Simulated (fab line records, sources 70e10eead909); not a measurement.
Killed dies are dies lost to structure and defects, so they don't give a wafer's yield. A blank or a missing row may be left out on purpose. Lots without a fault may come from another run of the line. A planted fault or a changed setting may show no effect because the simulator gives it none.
Which tool did it? | flow nand_harc | 6 lots, 18 wafers sampled, at 3 steps of a route of 1159

WHAT THE GAUGES READ, wafer by wafer
NHARC_P_M2_CD_MEAS_09: target cd 170 nm.
lot  | measured     | on        | cd_nm (nm)
L981 | day 7 02:40  | cd_sem-02 | 169.3 169.4 169.6
L983 | day 7 23:39  | cd_sem-02 | 168.8 168.6 169.0
L984 | day 8 10:18  | cd_sem-03 | 169.1 169.6 170.0
L990 | day 10 04:43 | cd_sem-03 | 155.6 156.1 155.4
L997 | day 11 14:14 | cd_sem-03 | 171.0 169.9 170.2
L999 | day 12 00:05 | cd_sem-01 | 169.8 170.9 170.4

WHICH TOOL RAN EACH LOT (tool, then ch and the chambers of the sampled wafers, then the start)
lot  | NHARC_P_M1_PVD_20                       | NHARC_P_M2_PEB_07
L981 | pvd_sputter-03, day 7 02:35 or earlier  | litho_track-01 ch 0, day 7 02:35
L983 | pvd_sputter-03, day 7 23:34 or earlier  | litho_track-06 ch 0, day 7 23:34
L984 | pvd_sputter-03, day 8 10:13 or earlier  | litho_track-06 ch 0, day 8 10:13
L990 | pvd_sputter-03, day 10 04:38 or earlier | litho_track-06 ch 0, day 10 04:38
L997 | pvd_sputter-03, day 11 14:10 or earlier | litho_track-04 ch 0, day 11 14:10
L999 | pvd_sputter-03, day 12 00:00 or earlier | litho_track-04 ch 0, day 12 00:00
- NHARC_P_M1_PVD_20: deposits TaN, target thk 5 nm, time 8.06 s.
- NHARC_P_M2_PEB_07: peb time 65 s.

THE ANSWER, worked out from the rows above alone
Rule: what is usual is taken from the lots themselves. Put in order of their means at a reading, lots are off if they are a third of the lots or fewer, leave a main group of 4 or more, and stand apart from it by a gap of 3 or more times the standard deviation of the main group's means; of several such gaps the widest counts. A main group whose means are all the same, to the digits that the tables above print for the reading, isn't used. A lot without any number at a reading at which 4 lots or more have one is off too. The other lots that the step has rows for count as sound.
Off: L990, at NHARC_P_M2_CD_MEAS_09 (cd_nm). The main group: mean 169.7 nm, standard deviation 0.6.
A tool fits if, at a process step before that reading, it ran every lot that is off, and no sound lot after the first of them. The gauges at NHARC_P_M2_CD_MEAS_09 are tried like those tools. NHARC_P_M1_PVD_20 gives no start for some lots, so the hours and the order of its lots are those of NHARC_P_M2_PEB_07. One fits: litho_track-06 at NHARC_P_M2_PEB_07. Its last sound lot is L984 (day 8 10:13), its first lot that is off L990 (day 10 04:38): a fault that began between those two fits.

WHAT THE SIMULATOR HAD PUT IN
Process parameter drift: litho_track-06, from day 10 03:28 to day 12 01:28, at NHARC_P_M2_PEB_07. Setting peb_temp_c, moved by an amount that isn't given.
Lots struck among those shown: L990. The rule above found the same.
